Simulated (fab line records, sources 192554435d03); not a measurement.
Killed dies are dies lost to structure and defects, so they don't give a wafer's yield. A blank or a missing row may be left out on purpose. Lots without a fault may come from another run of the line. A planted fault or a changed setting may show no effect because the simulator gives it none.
fab line records | flow n5_finfet
record lots=6 wafers=17 last_day=17
route steps=1938 shown BEOL_M4@1043
lots that met no fault: from a run of the same line without faults
start_h: hours from the record's first day to the start of the lot's first wafer shown | wait_h: hours since the lot's step before | " the same as in the row above | L1.1+2: a row that stands for several wafers | - no value, or no start given | * or withheld: withheld | < > ~ a bound
route shown NAME@n: a module of which the file shows steps, and the number in the route of the first | usual: mean/standard deviation of fault-free wafers | same: alike in all rows | chamber/n: place in a boat | sites: the reading at each site | _std_site: their standard deviation | _edge_site: outer sites' mean less inner sites' | radius_mm: how far each site lies from the wafer's centre | mask NAME#n: copy n | behind: the tool/chamber that last shaped the wafer | hold: why the lot was held/for how many hours/how that ended | device: the transistor (n, p or np) that didn't switch | end of line: the same wafers' tests at the end of the route | a step without rows: its recipe alone | killed: dies lost to structure and defects at the first sort, not the wafer's yield | map: a wafer's dies, x killed, . not, _ none there
set.NAME: the setting as run; set.NAME@STEP: as run at that earlier step | model.NAME: the simulator's own value behind a step, which no gauge read
lots at some steps of the route; a table a step, a row a wafer
services: from which hour (start_h, from the record's first day; less than 0 if before it) a tool's chamber was out of use, for how many hours, and why
## steps
# step N5_BEOL_M4_STRIP_66
# recipe chemistry=CF4 resist=SiARC power_w=300 bias_power_w=75 pressure_mtorr=50 cf4_flow_sccm=150 rf_frequency_hz=6e+07
# usual drypump_motor_current_A=5.6/0.36 oes_product_au=0.78/0.08 rf_vpp_V=271.7/1.3 showerhead_plenum_p_Torr=1.81/0.043 throttle_valve_pct=13.5/0.32
# columns lot.wafer tool chamber start_h wait_h drypump_motor_current_A oes_product_au rf_hours_counter_h rf_vpp_V showerhead_plenum_p_Torr throttle_valve_pct
L347.1 rie_diel-01 2 185.01 0.0 5.9 0.81 65 272.2 1.87 13.2
L347.6 " 1 " " 5.3 0.72 - 271.1 1.86 13.8
L348.2 rie_diel-04 2 192.12 0.0 5.9 0.71 205 270.8 1.77 13.7
L348.3 " 0 " " 6.1 0.90 31 273.0 1.84 13.1
L348.4 " 3 " " 5.5 0.89 14 270.4 1.84 13.1
L352.1 rie_diel-04 2 224.53 0.0 5.9 0.71 215 270.4 1.77 13.7
L352.5 " 1 " " 6.1 0.71 - 273.2 1.83 14.0
L352.6 " 0 " " 6.1 0.88 - 270.1 1.84 13.1
L356.1 rie_diel-04 3 280.04 0.0 5.5 0.84 43 272.7 1.83 13.2
L356.2 " 1 " " 6.2 0.71 230 273.1 1.83 14.0
L356.5 " 0 " " 6.1 0.87 - 272.2 1.83 13.1
L359.2 rie_diel-04 2 284.81 0.0 5.9 0.69 235 270.7 1.76 13.7
L359.4 " 0 " " 6.1 0.86 59 272.2 1.83 13.2
L359.5 " 2 " " 5.9 0.70 - 269.7 1.76 13.7
L358.3 rie_diel-04 1 289.17 0.0 6.3 0.70 232 272.8 1.83 14.0
L358.4 " 3 " " 5.5 0.83 45 271.6 1.83 13.2
L358.6 " 1 " " 6.2 0.70 - 271.1 1.83 14.0
# step N5_BEOL_M4_HM_OPEN_17
# recipe chemistry=Cl2/BCl3 target_depth_a=200 overetch_a=60 target=TiN mask_material=SOC ion_energy_ev=150 pressure_mtorr=10 icp_w=1000 bias_w=126 Cl2_flow_sccm=53.25 bcl3_flow_sccm=21.75 Ar_flow_sccm=25
# usual drypump_motor_current_A=5.9/0.58 oes_product_au=0.68/0.064 throttle_valve_pct=22.07/0.21
# columns lot.wafer tool chamber start_h wait_h drypump_motor_current_A oes_product_au rf_hours_counter_h throttle_valve_pct
L347.1 rie_metal-01 1 185.05 0.0 5.0 0.69 40 21.95
L347.6 " 1 " " 5.0 0.68 - 21.95
L348.2 rie_metal-03 0 192.16 0.0 5.7 0.77 11 21.86
L348.3 " 1 " " 6.8 0.70 - 21.97
L348.4 " 0 " " 5.7 0.78 - 21.84
L352.1 rie_metal-03 0 224.57 0.0 5.8 0.77 13 21.89
L352.5 " 1 " " 6.7 0.69 - 21.99
L352.6 " 0 " " 5.7 0.76 - 21.87
L356.1 rie_metal-01 1 280.09 0.0 5.0 0.64 51 22.00
L356.2 " 0 " " 5.6 0.64 46 22.14
L356.5 " 1 " " 5.0 0.65 - 22.00
L359.2 rie_metal-02 1 284.88 0.1 5.5 0.60 - 22.43
L359.4 " 1 " " 5.5 0.60 - 22.45
L359.5 " 1 " " 5.5 0.60 - 22.44
L358.3 rie_metal-02 0 289.32 0.1 6.5 0.77 - 21.94
L358.4 " 1 " " 5.6 0.60 - 22.45
L358.6 " 0 " " 6.5 0.75 - 21.97
# step N5_BEOL_M4_STRIP_19
# recipe chemistry=O2 power_w=400 temp_c=40 pressure_mtorr=30 rf_frequency_hz=6e+07 bias_power_w=0 overash_fraction=0.2 o2_flow_sccm=225
# usual drypump_motor_current_A=5.6/0.35 oes_product_au=0.81/0.086 rf_vpp_V=3.6/0.52 showerhead_plenum_p_Torr=2.14/0.056 throttle_valve_pct=16.5/0.31
# columns lot.wafer tool chamber start_h wait_h drypump_motor_current_A oes_product_au rf_hours_counter_h rf_vpp_V showerhead_plenum_p_Torr throttle_valve_pct
L347.1 rie_diel-06 1 185.16 0.1 5.5 0.82 83 3.4 2.12 16.8
L347.6 " 0 " " 5.2 0.99 - 2.9 2.15 16.1
L348.2 rie_diel-06 1 192.38 0.2 5.6 0.81 87 4.5 2.12 16.8
L348.3 " 0 " " 5.2 0.98 7 2.6 2.15 16.1
L348.4 " 2 " " 5.6 0.67 - 2.4 2.15 16.6
L352.1 rie_diel-04 2 224.68 0.1 6.0 0.72 215 2.7 2.09 16.9
L352.5 " 1 " " 6.2 0.72 - 3.3 2.18 17.2
L352.6 " 0 " " 6.1 0.92 - 3.7 2.15 16.3
L356.1 rie_diel-06 2 280.20 0.1 5.6 0.90 26 3.9 2.14 16.2
L356.2 " 1 " " 5.6 0.79 117 3.2 2.11 16.8
L356.5 " 0 " " 5.2 0.90 - 4.6 2.14 16.1
L359.2 rie_diel-01 2 285.10 0.2 5.9 0.78 100 3.1 2.20 16.4
L359.4 " 3 " " 5.3 0.85 65 3.8 2.12 16.4
L359.5 " 3 " " 5.2 0.85 - 4.0 2.12 16.4
L358.3 rie_diel-01 3 289.40 0.1 5.2 0.85 67 2.8 2.12 16.4
L358.4 " 2 " " 5.9 0.78 102 3.9 2.20 16.4
L358.6 " 3 " " 5.3 0.84 - 3.7 2.12 16.4
# step N5_BEOL_M4_CD_MEAS_18
# recipe pitch_nm=36 target_cd_nm=18
# usual cd_nm=18.1/0.34
# columns lot.wafer tool chamber start_h wait_h cd_nm
L347.1 cd_sem-02 - 185.23 0.0 17.7
L347.6 " - " " 18.6
L348.2 cd_sem-01 - 192.45 0.1 18.3
L348.3 " - " " 17.8
L348.4 " - " " 19.0
L352.1 cd_sem-03 - 224.75 0.0 18.1
L352.5 " - " " 18.1
L352.6 " - " " 18.5
L356.1 cd_sem-01 - 280.27 0.0 18.0
L356.2 " - " " 17.6
L356.5 " - " " 18.1
L359.2 cd_sem-01 - 285.17 0.1 18.0
L359.4 " - " " 17.8
L359.5 " - " " 18.0
L358.3 cd_sem-03 - 289.47 0.1 18.2
L358.4 " - " " 18.6
L358.6 " - " " 17.6
# step N5_BEOL_M4_COAT_67
# recipe resist=SOC temp_c=250 time_s=60 spin_rpm=1500 resist_thk_nm=60
# step N5_BEOL_M4_COAT_68
# recipe resist=SiARC temp_c=220 time_s=60 spin_rpm=1500 resist_thk_nm=12
# step N5_BEOL_M4_COAT_76
# recipe resist=underlayer temp_c=205 time_s=60 spin_rpm=1500 resist_thk_nm=5
# step N5_BEOL_M4_COAT_22
# recipe resist=CAR-EUV spin_rpm=1500 resist_thk_nm=30
# step N5_BEOL_M4_EBR_24
# recipe solvent=PGMEA ebr_width_mm=1.5
# step N5_BEOL_M4_SOFTBAKE_23
# recipe temp_c=110 time_s=60 resist=CAR-EUV
# step N5_BEOL_M4_EXPOSE_25
# recipe mask_id=V3 na=0.33 source_shape=quasar sigma_inner=0.2 sigma_outer=0.8 polarization=unpolarized defocus_nm=5 dose_mj=63
# step N5_BEOL_M4_PEB_26
# recipe peb_temp_c=100 peb_time_s=60 resist=CAR-EUV
# step N5_BEOL_M4_DEVELOP_27
# recipe develop_time_s=30 developer=TMAH resist=CAR-EUV rinse_liquid=surfactant_rinse dry=air_spin dev_temp_c=23
# usual chill_plate_temp_C=23.01/0.11 develop_time_s=30/0
# columns lot.wafer tool chamber start_h wait_h chill_plate_temp_C develop_time_s model.CAR-EUV_of_BEOL_M4_COAT_22.thk_nm
L347.1 litho_track-01 - 185.63 - - - 30
L347.6 " - " " - - 30
L348.2 litho_track-01 - 192.85 - - - 30
L348.3 " - " " - - 30
L348.4 " - " " - - 30
L352.1 litho_track-01 0 225.14 - 22.96 30 29.6
L352.5 " 0 " " 23.03 30 29.6
L352.6 " 0 " " 23.17 30 29.6
L356.1 litho_track-05 0 280.65 - 22.91 30 29.6
L356.2 " 0 " " 23.04 30 29.6
L356.5 " 0 " " 23.05 30 29.4
L359.2 litho_track-01 0 285.56 - 23.20 30 29.6
L359.4 " 0 " " 23.03 30 29.6
L359.5 " 0 " " 22.94 30 29.6
L358.3 litho_track-01 0 289.73 - 23.09 30 29.4
L358.4 " 0 " " 22.99 30 29.6
L358.6 " 0 " " 23.11 30 29.4
# step N5_BEOL_M4_CD_MEAS_28
# recipe target_cd_nm=26.2 landing_energy_ev=500 detector=se_inlens target_cd_y_nm=24.1 polarity=opening
# usual cd_nm=26.26/0.23
# columns lot.wafer tool chamber start_h wait_h cd_nm
L347.1 cd_sem-03 0 185.69 - -
L347.6 " 0 " " -
L348.2 cd_sem-03 0 192.91 - -
L348.3 " 0 " " -
L348.4 " 0 " " -
L352.1 cd_sem-03 0 225.20 - 26.73
L352.5 " 0 " " 26.19
L352.6 " 0 " " 26.44
L356.1 cd_sem-01 0 280.71 - 26.34
L356.2 " 0 " " 26.59
L356.5 " 0 " " 26.13
L359.2 cd_sem-02 0 285.62 - 26.32
L359.4 " 0 " " 26.64
L359.5 " 0 " " 26.38
L358.3 cd_sem-01 0 289.79 - 26.31
L358.4 " 0 " " 26.32
L358.6 " 0 " " 26.16
## services
# columns tool chamber start_h hours kind
litho_track-01 - 161.92 - consumable_replace:filter
rie_diel-04 1 171.89 1.4 repair
rie_diel-06 3 181.80 17.0 repair
rie_diel-06 2 198.81 - clean
rie_diel-06 2 198.81 - consumable_replace:focus_ring
rie_diel-06 2 198.81 16.9 scheduled_down
rie_diel-06 2 198.81 16.9 vent_cycle
rie_diel-01 - 202.64 0.5 repair
rie_metal-03 - 221.17 2.8 pm
rie_diel-01 - 252.18 2.8 pm
rie_metal-02 - 259.01 1.1 repair
rie_metal-02 1 266.96 4.9 repair
rie_metal-03 1 272.82 4.8 repair
rie_metal-02 0 284.47 3.0 repair
## key
first_sign step=N5_BEOL_M4_DEVELOP_27 reading=tool_record direction=missing
effect none on later readings
model_effect step=N5_BEOL_M4_DEVELOP_27 value=CAR-EUV_of_BEOL_M4_COAT_22.thk_nm without=29.6 struck=30
met_at N5_BEOL_M4_DEVELOP_27
struck_wafers L347.1,L347.6,L348.2,L348.3,L348.4
later_rows_left_out L347.1,L347.6,L348.2,L348.3,L348.4
sort_left_out L347.1,L347.6,L348.2,L348.3,L348.4
fault kind=skipped_step_whole tool=litho_track-01 chamber=- onset_h=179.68 steps=N5_BEOL_M4_DEVELOP_27 scope=struck_lots_only
# sort_left_out: the simulated sort isn't trusted on such a fault, so these wafers' sort isn't shown, and their yield isn't known
# later_rows_left_out: the simulator's readings of these wafers behind a module that went badly wrong aren't trusted and aren't shown, but for the sort
